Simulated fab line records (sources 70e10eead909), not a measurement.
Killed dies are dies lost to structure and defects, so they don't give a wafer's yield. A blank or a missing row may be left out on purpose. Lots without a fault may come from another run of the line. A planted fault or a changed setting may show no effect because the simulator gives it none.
Chamber matching | flow nand harc | rie diel-04 running NHARC_A_STAIRCASE_DESCUM_168: 4 sister chambers
The step chemistry O2, time 3 s. 4 wafers are shown with their chamber, then 7 later ones without.

EACH WAFER AND ITS CHAMBER
wafer  | chamber | showerhead plenum p Torr (Torr)
L087.1 | 0       | 1.98
L087.6 | 2       | 2.00
L089.5 | 1       | 2.00
L088.5 | 3       | 1.90

WAFERS WHOSE CHAMBER IS MISSING
wafer  | showerhead plenum p Torr (Torr)
L088.6 | 1.99
L094.2 | 1.99
L094.4 | 2.00
L094.5 | 1.99
L097.1 | 2.00
L097.2 | 1.89
L097.3 | 1.98

WHICH CHAMBER EACH WENT THROUGH
wafer  | from the rows above          | in truth
L088.6 | can't be placed: 0 or 1 or 2 | 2
L094.2 | can't be placed: 0 or 1 or 2 | 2
L094.4 | can't be placed: 1 or 2      | 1
L094.5 | can't be placed: 0 or 1 or 2 | 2
L097.1 | can't be placed: 1 or 2      | 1
L097.2 | 3                            | 3
L097.3 | 0                            | 0
Correctly placed: 2 of 7. Unplaceable from these rows: 5, with the true chamber sitting among the candidates in 5. Number placed wrongly: 0.
How it was worked out, from the rows above alone: a wafer's distance from a chamber is the root of the sum, over the readings, of the square of ((its reading less the chamber's mean) divided by the reading's scatter). The wafer belongs to the nearest chamber; if the next one is less than 2 further off, it can't be placed. For every chamber, the mean is computed from those of its wafers that are shown. The scatter: root of mean squared gap, hidden wafer to nearest shown wafer, with one shown wafer a chamber.
